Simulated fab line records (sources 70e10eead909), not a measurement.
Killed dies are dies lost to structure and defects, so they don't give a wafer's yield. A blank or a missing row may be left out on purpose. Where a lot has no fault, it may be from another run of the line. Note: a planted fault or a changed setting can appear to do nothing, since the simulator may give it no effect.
Comparing a struck lot with a sound one | flow nand-harc | 15 out of 1302 route steps
Sound: these wafers, L824.2, L824.3, L824.6. Struck: wafer L832.3 (left out: L832.4, L832.5 of the same lot, which were not struck); the cause appears at the end.
Order at every step that has rows: each side's tool, ch and its chambers, its first start. Under that, the readings that differ: sound wafers | struck wafers | difference of the means | sigmas: that difference in standard deviations of wafers without a fault.
alike: readings with means less than 2 such deviations apart, plus words and numbers identical on both sides. not compared: withheld readings, readings lacking a value on some wafer, bounds such as >300 that could conceal the same value, and numbers that have no deviation in the record and whose values overlap.
A row with sigmas, a row that says differs or no value, or rows on one side alone: a step with any of these is where the two part. Non-overlapping numbers with no deviation appear without sigmas and do not part them. Lack of a reading on every wafer of one side parts them only where that side has two or more wafers.

first, 7 steps without rows for these wafers: NHARC_A_CONTACT_COAT_35 (time 65 s); NHARC_A_CONTACT_COAT_36 (resist thk 90 nm); NHARC_A_CONTACT_SOFTBAKE_37 (time 55 s); NHARC_A_CONTACT_EBR_38; NHARC_A_CONTACT_EXPOSE_39 (exposes mask A CC 3); NHARC_A_CONTACT_PEB_40 (peb time 65 s); NHARC_A_CONTACT_DEVELOP_41 (develop time 35 s).
NHARC_A_CONTACT_CD_MEAS_42 targets a cd of 300 nm.
  sound on cd-sem-02 ch 0, day 22 04:25; struck on cd-sem-03 ch 0, day 26 07:02
  alike: cd-nm
NHARC_A_CONTACT_OVL_MEAS_43:
  struck on overlay-01, day 26 07:07; sound on overlay-02, day 22 04:31
  reading           | sound       | struck | difference | sigmas
  overlay-x-nm (nm) | 1.3 1.5 0.9 | -1.2   | -2.4       | -3
  overlay-y-nm (nm) | 1.8 1.3 1.2 | -0.9   | -2.3       | -3
NHARC_A_CONTACT_INSPECT_44:
  struck on defect-inspect-01, day 26 07:10; sound on defect-inspect-02, day 22 04:32
  alike: raw-defect-count
NHARC_A_CONTACT_DESCUM_47: chemistry O2, time 3 s.
  sound on rie-diel-12 ch 0,2,3, day 22 04:37; struck on rie-diel-12 ch 1, day 26 07:14
  alike: drypump-motor-current-A, o2-flow-sccm, oes-product-au, rf-vpp-V, showerhead-plenum-p-Torr, throttle-valve-pct
  not compared: rf-hours-counter-h
NHARC_A_CONTACT_ETCH_48: etches the open film in CF4, target depth 39 nm, time 65 s.
  sound on rie-diel-12 ch 0,1,3, day 22 04:41; struck on rie-diel-12 ch 1, day 26 07:18
  alike: drypump-motor-current-A, oes-product-au, rf-vpp-V, run-length-s, showerhead-plenum-p-Torr, throttle-valve-pct
  not compared: rf-hours-counter-h
NHARC_A_CONTACT_ETCH_49: etches the open film in N2/H2, target depth 260 nm, time 475.3 s.
  sound on rie-diel-12 ch 0,1,2, day 22 04:47; struck on rie-diel-12 ch 2, day 26 07:26
  reading          | sound             | struck | difference | sigmas
  run-length-s (s) | 496.2 496.9 496.9 | 293.2  | -203.5     | -99 or more
  alike: drypump-motor-current-A, oes-product-au, rf-vpp-V, showerhead-plenum-p-Torr, throttle-valve-pct
  not compared: rf-hours-counter-h
NHARC_A_CONTACT_ETCH_50: etches the open film in CF4/CHF3, target depth 121 nm, time 60.5 s.
  sound on rie-diel-12 ch 1,3; struck on rie-diel-12 ch 2
  reading                     | sound          | struck | difference | sigmas
  drypump-motor-current-A (A) | 6.4 6.4 6.4    | 5.2    | -1.2       | -3
  run-length-s (s)            | 81.7 81.9 81.7 | 82.7   | +0.9       | +2
  alike: oes-product-au, rf-vpp-V, showerhead-plenum-p-Torr, throttle-valve-pct
  not compared: rf-hours-counter-h
-- the record jumps here: 3 days lie between the struck wafers' starts before and after (it left off in module A_CONTACT and takes up again in module END, whose first step shown is number 1302 of the route) --
NHARC_END_SORT_01:
  sound on prober-02 ch 0, day 26 00:49; struck on prober-01 ch 0, day 29 08:22
  reading         | sound    | struck | difference | sigmas
  killed-at-array | 69 61 65 | 673    | +608       | +34
  killed-dies     | 76 69 69 | 677    | +606       | +34
  alike: killed-at-other, killed-at-periphery, killed-open, killed-short

## WHERE THEY PART
Earliest at NHARC_A_CONTACT_OVL_MEAS_43; latest, in this record, at NHARC_END_SORT_01.

WHY: what the simulator had put in
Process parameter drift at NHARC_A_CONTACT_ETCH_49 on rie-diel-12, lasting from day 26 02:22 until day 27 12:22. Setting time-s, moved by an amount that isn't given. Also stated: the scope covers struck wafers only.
